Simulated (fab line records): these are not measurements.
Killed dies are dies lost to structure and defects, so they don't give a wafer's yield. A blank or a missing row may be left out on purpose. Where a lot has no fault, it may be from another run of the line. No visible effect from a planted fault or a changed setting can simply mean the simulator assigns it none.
Chamber matching | flow nand-harc | 4 sister chambers for NHARC_P_GATE_DESCUM_93 on rie-diel-03
The step chemistry O2, time 3 s. 16 wafers are shown with their chamber, then 8 later ones without.

## WAFERS PAIRED WITH THEIR CHAMBERS
wafer  | chamber | drypump-motor-current-A (A) | showerhead-plenum-p-Torr (Torr) | o2-flow-sccm (sccm)
L077.1 | 2       | 6.7                         | 1.92                            | 199.3
L077.2 | 1       | 6.4                         | 1.82                            | 200.7
L077.6 | 0       | 5.2                         | 1.79                            | 200.3
L080.3 | 1       | 6.4                         | 1.81                            | 198.4
L080.5 | 0       | 5.3                         | 1.79                            | 200.7
L080.6 | 1       | 6.4                         | 1.81                            | 199.6
L086.1 | 0       | 5.3                         | 1.78                            | 200.1
L086.2 | 2       | 6.7                         | 1.91                            | 200.2
L086.6 | 2       | 6.7                         | 1.91                            | 199.6
L088.1 | 1       | 6.4                         | 1.81                            | 199.2
L088.4 | 0       | 5.3                         | 1.78                            | 200.4
L088.6 | 3       | 6.4                         | 2.03                            | 198.8
L090.1 | 0       | 5.3                         | 1.78                            | 200.3
L090.3 | 3       | 6.4                         | 2.03                            | 200.6
L090.6 | 2       | 6.7                         | 1.91                            | 199.8
L092.2 | 2       | 6.7                         | 1.91                            | 199.7

SIGNATURES, as means of the wafers listed above
reading                  | chamber 0 | chamber 1 | chamber 2 | chamber 3 | scatter within a chamber
drypump-motor-current-A  | 5.280     | 6.400     | 6.700     | 6.400     | 0.0258
showerhead-plenum-p-Torr | 1.7840    | 1.8125    | 1.9120    | 2.0300    | 0.00479
o2-flow-sccm             | 200.360   | 199.475   | 199.720   | 199.700   | 0.645
Rule: a wafer lies at a distance from a chamber equal to the root of the sum of squares, over the readings, of (its reading less the chamber's mean, divided by the reading's scatter). The wafer belongs to the nearest chamber; if the next one is less than 2 further off, it can't be placed. The scatter: the root of (the sum of the squares of (reading less its chamber's mean) over the shown wafers, divided by (wafers less chambers)).

## WAFERS MISSING THEIR CHAMBER
wafer  | drypump-motor-current-A (A) | showerhead-plenum-p-Torr (Torr) | o2-flow-sccm (sccm)
L092.3 | 5.3                         | 1.78                            | 200.9
L092.4 | 6.4                         | 1.81                            | 200.2
L091.3 | 6.4                         | 1.81                            | 199.6
L091.4 | 6.4                         | 2.03                            | 201.2
L091.6 | 6.7                         | 1.91                            | 199.7
L097.2 | 6.7                         | 1.91                            | 199.8
L097.4 | 5.3                         | 1.78                            | 200.9
L097.5 | 5.2                         | 1.78                            | 200.5

## WHICH CHAMBER EACH ONE RAN IN
wafer  | from the rows above | in truth
L092.3 | 0                   | 0
L092.4 | 1                   | 1
L091.3 | 1                   | 1
L091.4 | 3                   | 3
L091.6 | 2                   | 2
L097.2 | 2                   | 2
L097.4 | 0                   | 0
L097.5 | 0                   | 0
Correctly placed: 8 of 8. From these rows, 0 cannot be placed. 0 placed wrongly.
